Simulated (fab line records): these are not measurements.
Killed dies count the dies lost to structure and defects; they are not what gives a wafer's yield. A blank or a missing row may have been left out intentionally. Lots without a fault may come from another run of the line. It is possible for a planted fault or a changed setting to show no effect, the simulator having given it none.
fab line records | flow nand-harc
[record] lots = 14 | wafers = 42 | last-day = 33
route steps=1302 shown P_BONDPAD@375 A_ZERO_WELL@405 A_ONON_D1@428 A_CHANNEL_HOLE_D1@450
lots that met no fault: from a run of the same line without faults
start-h: start of the lot's first displayed wafer, in hours after the record's first day | wait-h: how many hours have passed since the lot's step before this one | " as in the row above | L1.1+2: a single row standing in for several wafers | - no value present, or no start provided | * or withheld: withheld | < > ~ a bound
route shown NAME@n: a module of which the file shows steps, and the number in the route of the first | usual: the fault-free wafers' mean and standard deviation | same: alike in all rows | chamber/n: place in a boat | sites: each site's reading | _std_site: how widely they spread, as a standard deviation | _edge_site: the outer-site mean with the inner-site mean subtracted | radius-mm: for every site, how far away it sits from the centre of the wafer | mask NAME#n: copy n | behind: the last tool/chamber to shape the wafer | hold: why the lot went on hold/how many hours it stayed there/how the hold came to an end | device: the n, p or np transistor that did not switch | end of line: tests run on the same wafers once the route is complete | a step without rows: its recipe alone | killed: not the wafer's yield, but the dies lost to structure and defects at the first sort | map: a wafer's dies, x killed, . not, _ none there
set.NAME: the setting as run; set.NAME@STEP: as run at that earlier step | model.NAME: the simulator's own value behind a step, which no gauge read
the route's steps for a sample of lots (tables are steps, rows are wafers)
services: a tool's chamber out of use, with start hour (start-h, from the record's first day; less than 0 if before it), hours out, and reason
[[steps]]
[step NHARC_P_BONDPAD_PRE_CLEAN_26]
[recipe] time-s = 30 | temp-c = 280 | gas = H2/He
[usual] heater-power-w = 393/21 | susceptor-temp-C = 280.02/0.18
lot.wafer | tool           | chamber | start-h | wait-h | heater-power-w | susceptor-temp-C
L817.4    | pvd-sputter-01 | -       | -       | -      | 373            | 280.22
L817.1    | "              | -       | "       | "      | 336            | 279.99
L817.3    | "              | -       | "       | "      | 427            | 280.10
L818.1    | pvd-sputter-03 | -       | -       | -      | 434            | 279.95
L818.3    | "              | -       | "       | "      | 390            | 279.73
L818.5    | "              | -       | "       | "      | 379            | 279.94
L820.1    | pvd-sputter-02 | -       | -       | -      | 412            | 279.74
L820.2    | "              | -       | "       | "      | 386            | 279.97
L820.3    | "              | -       | "       | "      | 396            | 280.00
L822.1    | pvd-sputter-03 | -       | -       | -      | 404            | 280.19
L822.4    | "              | -       | "       | "      | 371            | 280.17
L822.6    | "              | -       | "       | "      | 429            | 280.12
L828.1    | pvd-sputter-01 | -       | -       | -      | 337            | 280.01
L828.5    | "              | -       | "       | "      | 368            | 280.05
L828.6    | "              | -       | "       | "      | 389            | 280.00
L829.4    | pvd-sputter-02 | -       | -       | -      | 394            | 280.12
L829.1    | "              | -       | "       | "      | 376            | 279.75
L829.5    | "              | -       | "       | "      | 416            | 280.11
L833.4    | pvd-sputter-03 | -       | -       | -      | 375            | 279.87
L833.2    | "              | -       | "       | "      | 401            | 279.69
L833.5    | "              | -       | "       | "      | 377            | 279.78
L834.3    | pvd-sputter-02 | -       | -       | -      | 392            | 279.87
L834.1    | "              | -       | "       | "      | 387            | 280.25
L834.4    | "              | -       | "       | "      | 397            | 280.15
L835.4    | pvd-sputter-03 | -       | -       | -      | 383            | 279.90
L835.1    | "              | -       | "       | "      | 364            | 280.19
L835.6    | "              | -       | "       | "      | 358            | 280.16
L837.4    | pvd-sputter-02 | -       | -       | -      | 405            | 279.87
L837.3    | "              | -       | "       | "      | 408            | 280.43
L837.5    | "              | -       | "       | "      | 414            | 280.01
L836.2    | pvd-sputter-03 | -       | -       | -      | 374            | 280.04
L836.4    | "              | -       | "       | "      | 424            | 279.96
L836.6    | "              | -       | "       | "      | 375            | 280.16
L838.2    | pvd-sputter-02 | -       | -       | -      | 399            | 280.24
L838.4    | "              | -       | "       | "      | 409            | 280.09
L838.6    | "              | -       | "       | "      | 386            | 279.91
L839.1    | pvd-sputter-02 | -       | -       | -      | 394            | -
L839.3    | "              | -       | "       | "      | 407            | -
L839.6    | "              | -       | "       | "      | 407            | -
L840.1    | pvd-sputter-01 | -       | -       | -      | 327            | -
L840.4    | "              | -       | "       | "      | 424            | -
L840.5    | "              | -       | "       | "      | 329            | -
[step NHARC_A_ZERO_WELL_ETCH_13]
[recipe] target-depth-a = 1200 | time-s = 40.1 | hbr-flow-sccm = 150 | cl2-flow-sccm = 50 | rf-w = 400 | icp-w = 400 | bias-w = 100 | chemistry = HBr/Cl2
[usual] drypump-motor-current-A = 5.8/0.6 | oes-product-au = 0.999/0.011 | throttle-valve-pct = 26.405/0.0085
lot.wafer | tool      | chamber | start-h | wait-h | drypump-motor-current-A | oes-product-au | rf-hours-counter-h | throttle-valve-pct
L817.3    | rie-si-04 | 0       | 139.66  | -      | 5.5                     | 1.016          | 0.76               | 26.411
L817.4    | "         | 1       | "       | "      | 5.9                     | 1.015          | 0.87               | 26.396
L817.1    | "         | 3       | "       | "      | 6.7                     | 1.008          | 0.92               | 26.408
L818.3    | rie-si-02 | 2       | 157.24  | -      | 5.2                     | 0.995          | 0.32               | 26.396
L818.1    | "         | 0       | "       | "      | 5.2                     | 0.984          | 0.28               | 26.412
L818.5    | "         | 1       | "       | "      | 6.5                     | 0.991          | -                  | 26.408
L820.3    | rie-si-02 | 1       | 169.56  | -      | 6.4                     | 0.980          | 0.37               | 26.406
L820.1    | "         | 3       | "       | "      | 6.8                     | 1.008          | 0.37               | 26.409
L820.2    | "         | 0       | "       | "      | 5.3                     | 0.989          | 0.32               | 26.398
L822.4    | rie-si-02 | 2       | 190.20  | -      | 5.2                     | 1.003          | 0.67               | 26.413
L822.1    | "         | 3       | "       | "      | 6.8                     | 1.012          | 0.56               | 26.408
L822.6    | "         | 1       | "       | "      | 6.4                     | 0.992          | -                  | 26.419
L828.1    | rie-si-05 | 3       | 248.03  | -      | 5.1                     | 0.996          | 0.56               | 26.399
L828.5    | "         | 2       | "       | "      | 6.0                     | 1.008          | -                  | 26.413
L828.6    | "         | 3       | "       | "      | 5.0                     | 0.997          | -                  | 26.396
L829.4    | rie-si-04 | 1       | 257.02  | -      | 5.9                     | 0.982          | 0.46               | 26.406
L829.1    | "         | 2       | "       | "      | 6.2                     | 1.002          | 0.58               | 26.416
L829.5    | "         | 2       | "       | "      | 6.2                     | 1.005          | -                  | 26.400
L833.4    | rie-si-04 | 2       | 309.49  | -      | 6.2                     | 0.994          | 0.87               | 26.404
L833.2    | "         | 3       | "       | "      | 6.7                     | 1.014          | 0.95               | 26.396
L833.5    | "         | 3       | "       | "      | 6.7                     | 1.011          | -                  | 26.401
L834.3    | rie-si-02 | 3       | 313.17  | -      | 6.8                     | 1.021          | 0.25               | 26.398
L834.1    | "         | 1       | "       | "      | 6.4                     | 1.001          | 0.25               | 26.413
L834.4    | "         | 2       | "       | "      | 5.3                     | 1.012          | 0.27               | 26.417
L835.4    | rie-si-02 | 1       | 322.67  | -      | 6.4                     | 0.994          | 0.27               | 26.421
L835.1    | "         | 3       | "       | "      | 6.8                     | 1.007          | 0.30               | 26.405
L835.6    | "         | 1       | "       | "      | 6.4                     | 0.996          | -                  | 26.403
L837.3    | rie-si-04 | 3       | 339.30  | -      | 6.7                     | 1.016          | 1.20               | 26.399
L837.4    | "         | 0       | "       | "      | 5.5                     | 1.000          | 1.01               | 26.410
L837.5    | "         | 1       | "       | "      | 5.9                     | 0.999          | -                  | 26.395
L836.2    | rie-si-05 | 2       | 340.18  | -      | 6.0                     | 1.014          | 0.16               | 26.406
L836.4    | "         | 3       | "       | "      | 5.1                     | 1.006          | 0.18               | 26.388
L836.6    | "         | 1       | "       | "      | 5.2                     | 0.995          | -                  | 26.390
L838.2    | rie-si-05 | 2       | 359.61  | -      | 6.0                     | 1.019          | 0.28               | 26.407
L838.4    | "         | 3       | "       | "      | 5.0                     | 0.998          | 0.30               | 26.411
L838.6    | "         | 0       | "       | "      | 5.4                     | 0.972          | -                  | 26.416
L839.3    | rie-si-02 | 2       | 366.01  | -      | 5.2                     | 1.001          | 0.64               | 26.413
L839.1    | "         | 0       | "       | "      | 5.2                     | 0.985          | 0.56               | 26.392
L839.6    | "         | 3       | "       | "      | 6.8                     | 1.004          | -                  | 26.403
L840.1    | rie-si-05 | 0       | 378.49  | -      | 5.5                     | 0.981          | 0.45               | 26.394
L840.4    | "         | 2       | "       | "      | 6.0                     | 1.007          | 0.36               | 26.400
L840.5    | "         | 0       | "       | "      | 5.4                     | 0.983          | -                  | 26.408
[step NHARC_A_ONON_D1_DEP_06]
[recipe] target-thk-a = 10000 | n2-flow-sccm = 2750 | n2o-flow-sccm = 2000 | nh3-flow-sccm = 500 | sih4-flow-sccm = 210 | temp-c = 400
[usual] n2-flow-sccm = 2752/7.9 | susceptor-temp-C = 400.02/0.22
lot.wafer | tool          | chamber | start-h | wait-h | n2-flow-sccm | susceptor-temp-C
L817.1    | pecvd-onon-01 | 0       | 160.65  | 0.1    | 2741         | 399.96
L817.3    | "             | 0       | "       | "      | 2742         | 399.76
L817.4    | "             | 0       | "       | "      | 2758         | 399.41
L818.1    | pecvd-onon-01 | 0       | 179.59  | 0.1    | 2749         | 400.31
L818.3    | "             | 0       | "       | "      | 2744         | 400.05
L818.5    | "             | 0       | "       | "      | 2741         | 400.11
L820.1    | pecvd-onon-01 | 0       | 192.39  | 0.1    | 2744         | 400.29
L820.2    | "             | 0       | "       | "      | 2750         | 400.15
L820.3    | "             | 0       | "       | "      | 2755         | 400.19
L822.1    | pecvd-onon-02 | 0       | 215.05  | 0.1    | 2754         | 399.97
L822.4    | "             | 0       | "       | "      | 2751         | 399.71
L822.6    | "             | 0       | "       | "      | 2751         | 400.00
L828.1    | pecvd-onon-04 | 0       | 271.72  | 0.1    | 2753         | 399.85
L828.5    | "             | 0       | "       | "      | 2758         | 399.74
L828.6    | "             | 0       | "       | "      | 2753         | 399.87
L829.1    | pecvd-onon-04 | 0       | 280.97  | 0.1    | 2760         | 400.26
L829.4    | "             | 0       | "       | "      | 2754         | 400.10
L829.5    | "             | 0       | "       | "      | 2756         | 400.07
L834.1    | pecvd-onon-04 | 0       | 335.58  | 0.1    | 2751         | 399.77
L834.3    | "             | 0       | "       | "      | 2760         | 400.06
L834.4    | "             | 0       | "       | "      | 2763         | 399.87
L833.2    | pecvd-onon-02 | 0       | 335.63  | 0.1    | 2749         | 399.90
L833.4    | "             | 0       | "       | "      | 2739         | 399.89
L833.5    | "             | 0       | "       | "      | 2737         | 399.83
L835.1    | pecvd-onon-02 | 0       | 345.53  | 0.1    | 2740         | 399.97
L835.4    | "             | 0       | "       | "      | 2758         | 400.02
L835.6    | "             | 0       | "       | "      | 2758         | 400.61
L836.2    | pecvd-onon-04 | 0       | 364.01  | 0.1    | 2761         | 400.17
L836.4    | "             | 0       | "       | "      | 2755         | 399.99
L836.6    | "             | 0       | "       | "      | 2760         | 400.36
L837.3    | pecvd-onon-02 | 0       | 364.09  | 0.2    | 2749         | 400.32
L837.4    | "             | 0       | "       | "      | 2750         | 399.93
L837.5    | "             | 0       | "       | "      | 2749         | 400.35
L838.2    | pecvd-onon-02 | 0       | 381.94  | 0.1    | 2743         | 400.17
L838.4    | "             | 0       | "       | "      | 2752         | 400.01
L838.6    | "             | 0       | "       | "      | 2753         | 399.67
L839.1    | pecvd-onon-04 | 0       | 389.91  | 0.1    | 2757         | 400.09
L839.3    | "             | 0       | "       | "      | 2756         | 400.03
L839.6    | "             | 0       | "       | "      | 2747         | 399.85
L840.1    | pecvd-onon-02 | 0       | 401.14  | 0.1    | 2749         | 400.01
L840.4    | "             | 0       | "       | "      | 2736         | 399.98
L840.5    | "             | 0       | "       | "      | 2749         | 400.20
[step NHARC_A_ONON_D1_THK_MEAS_08]
[recipe] thk-meas-gauge = ellipsometry
[usual] thk-nm = 998/12
lot.wafer | tool          | chamber | start-h | wait-h | thk-nm
L817.1    | film-metro-02 | -       | 161.17  | -      | 995
L817.3    | "             | -       | "       | "      | 996
L817.4    | "             | -       | "       | "      | 997
L818.1    | film-metro-02 | -       | 180.11  | -      | 998
L818.3    | "             | -       | "       | "      | 999
L818.5    | "             | -       | "       | "      | 999
L820.1    | film-metro-01 | -       | 192.90  | -      | 973
L820.2    | "             | -       | "       | "      | 974
L820.3    | "             | -       | "       | "      | 975
L822.1    | film-metro-01 | -       | 215.56  | -      | 1007
L822.4    | "             | -       | "       | "      | 1008
L822.6    | "             | -       | "       | "      | 1008
L828.1    | film-metro-02 | -       | 272.23  | -      | 1068
L828.5    | "             | -       | "       | "      | 1067
L828.6    | "             | -       | "       | "      | 1067
L829.1    | film-metro-02 | -       | 281.48  | -      | 1066
L829.4    | "             | -       | "       | "      | 1069
L829.5    | "             | -       | "       | "      | 1067
L833.2    | film-metro-01 | -       | 336.08  | -      | 992
L833.4    | "             | -       | "       | "      | 992
L833.5    | "             | -       | "       | "      | 991
L834.1    | film-metro-01 | -       | 336.09  | -      | 988
L834.3    | "             | -       | "       | "      | 989
L834.4    | "             | -       | "       | "      | 988
L835.1    | film-metro-01 | -       | 346.03  | -      | 1017
L835.4    | "             | -       | "       | "      | 1013
L835.6    | "             | -       | "       | "      | 1017
L836.2    | film-metro-01 | -       | 364.47  | -      | 1023
L836.4    | "             | -       | "       | "      | 1023
L836.6    | "             | -       | "       | "      | 1022
L837.3    | film-metro-01 | -       | 364.49  | -      | 1007
L837.4    | "             | -       | "       | "      | 1006
L837.5    | "             | -       | "       | "      | 1004
L838.2    | film-metro-01 | -       | 382.39  | -      | 1006
L838.4    | "             | -       | "       | "      | 1008
L838.6    | "             | -       | "       | "      | 1007
L839.1    | film-metro-01 | -       | 390.43  | -      | 1012
L839.3    | "             | -       | "       | "      | 1012
L839.6    | "             | -       | "       | "      | 1010
L840.1    | film-metro-01 | -       | 401.65  | -      | 995
L840.4    | "             | -       | "       | "      | 994
L840.5    | "             | -       | "       | "      | 996
[step NHARC_A_CHANNEL_HOLE_D1_DEP_00]
[recipe] target-thk-a = 31000 | temp-c = 400 | material = aC
[usual] susceptor-temp-C = 399.99/0.21 | throttle-valve-pct = 35.000/0.0096
lot.wafer | tool       | chamber | start-h | wait-h | susceptor-temp-C | throttle-valve-pct
L817.1    | acl-dep-03 | 0       | 172.96  | 0.1    | -                | 35.010
L817.3    | "          | 0       | "       | "      | -                | 35.013
L817.4    | "          | 0       | "       | "      | -                | 35.000
L818.1    | acl-dep-01 | 0       | 193.35  | 1.3    | -                | 34.986
L818.3    | "          | 0       | "       | "      | -                | 35.014
L818.5    | "          | 0       | "       | "      | -                | 34.979
L820.1    | acl-dep-03 | 0       | 208.39  | 3.8    | 399.67           | 34.980
L820.2    | "          | 0       | "       | "      | 399.84           | 35.000
L820.3    | "          | 0       | "       | "      | 399.85           | 34.999
L822.1    | acl-dep-01 | 0       | 227.39  | 0.1    | 399.91           | 35.023
L822.4    | "          | 0       | "       | "      | 399.91           | 35.000
L822.6    | "          | 0       | "       | "      | 400.20           | 34.994
L834.1    | acl-dep-01 | 0       | 347.99  | 0.1    | 400.30           | 34.994
L834.3    | "          | 0       | "       | "      | 400.33           | 34.998
L834.4    | "          | 0       | "       | "      | 400.32           | 35.014
L833.2    | acl-dep-03 | 0       | 348.18  | 0.4    | 399.93           | 34.993
L833.4    | "          | 0       | "       | "      | 399.88           | 34.997
L833.5    | "          | 0       | "       | "      | 399.78           | 35.002
L835.1    | acl-dep-01 | 0       | 361.94  | 3.1    | -                | 35.001
L835.4    | "          | 0       | "       | "      | -                | 34.991
L835.6    | "          | 0       | "       | "      | -                | 34.992
L836.2    | acl-dep-01 | 0       | 379.65  | 1.5    | 400.14           | 35.003
L836.4    | "          | 0       | "       | "      | 400.20           | 35.001
L836.6    | "          | 0       | "       | "      | 399.66           | 34.997
L837.3    | acl-dep-03 | 0       | 380.43  | 2.0    | 399.96           | 34.997
L837.4    | "          | 0       | "       | "      | 399.53           | 34.989
L837.5    | "          | 0       | "       | "      | 399.66           | 35.006
L838.2    | acl-dep-02 | 0       | 395.33  | 0.4    | -                | 34.995
L838.4    | "          | 0       | "       | "      | -                | 34.998
L838.6    | "          | 0       | "       | "      | -                | 35.015
L839.1    | acl-dep-01 | 0       | 405.90  | 3.9    | 399.96           | 34.987
L839.3    | "          | 0       | "       | "      | 400.23           | 34.988
L839.6    | "          | 0       | "       | "      | 400.01           | 35.010
L840.1    | acl-dep-03 | 0       | 413.82  | 0.1    | 399.87           | 34.996
L840.4    | "          | 0       | "       | "      | 399.93           | 34.994
L840.5    | "          | 0       | "       | "      | 399.59           | 34.993
[[services]]
tool           | chamber | start-h | hours | kind
acl-dep-03     | -       | 119.69  | 13.0  | pm
rie-si-02      | 0       | 129.76  | 2.3   | repair
pecvd-onon-04  | -       | 130.05  | 13.0  | pm
pvd-sputter-02 | -       | 132.29  | 10.0  | pm
pecvd-onon-04  | -       | 160.60  | 4.0   | repair
pvd-sputter-03 | -       | 170.00  | 10.0  | pm
pecvd-onon-02  | -       | 185.00  | 13.0  | pm
acl-dep-01     | -       | 199.01  | 13.0  | pm
rie-si-02      | 3       | 262.91  | 8.5   | repair
rie-si-02      | -       | 277.00  | 9.0   | pm
acl-dep-01     | -       | 282.64  | 3.5   | repair
acl-dep-03     | -       | 301.13  | 13.0  | pm
pvd-sputter-02 | -       | 310.29  | 10.0  | pm
pecvd-onon-04  | -       | 311.05  | 13.0  | pm
rie-si-02      | 1       | 317.51  | 4.4   | repair
pvd-sputter-02 | -       | 323.59  | 2.7   | repair
pvd-sputter-02 | -       | 343.67  | 7.9   | repair
pvd-sputter-03 | -       | 348.00  | 10.0  | pm
rie-si-02      | 3       | 358.47  | 2.8   | repair
pvd-sputter-03 | -       | 359.43  | 1.9   | repair
pvd-sputter-02 | -       | 359.87  | 1.9   | repair
pecvd-onon-02  | -       | 366.00  | 13.0  | pm
acl-dep-01     | -       | 381.26  | 13.0  | pm
pvd-sputter-03 | -       | 383.30  | 1.2   | repair
[[key]]
[first-sign] step = NHARC_A_ONON_D1_THK_MEAS_08 | reading = thk-nm | direction = up | sigmas = 5.6 | usual = 998 | struck = 1067
effect none on later readings
met-at NHARC_A_ONON_D1_DEP_06
struck-lots L828,L829
later-rows-left-out L828.1,L828.5,L828.6,L829.1,L829.4,L829.5
sort-left-out L828.1,L828.5,L828.6,L829.1,L829.4,L829.5
tester-left-out L828,L829
not-acting-at NHARC_P_BONDPAD_PRE_CLEAN_26,NHARC_A_ZERO_WELL_ETCH_13,NHARC_A_CHANNEL_HOLE_D1_DEP_00
[fault] kind = process-parameter-drift | tool = pecvd-onon-04 | chamber = - | onset-h = 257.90 | steps = NHARC_A_ONON_D1_DEP_06 | channel = target-thk-a | offset = * | shape = step | end-h = 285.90 | acts-in = * | stated = *
// tester-left-out: of these lots the tester's yield and bins aren't shown, on N5 and GAA mostly nor the transistor test; their killed dies are dies lost to structure and defects alone, not to doping, threshold or leakage, so they don't give the yield
// sort-left-out: the simulated sort isn't trusted on such a fault, so these wafers' sort isn't shown, and their yield isn't known
// later-rows-left-out: the simulator's readings of these wafers behind a module that went badly wrong aren't trusted and aren't shown, but for the sort
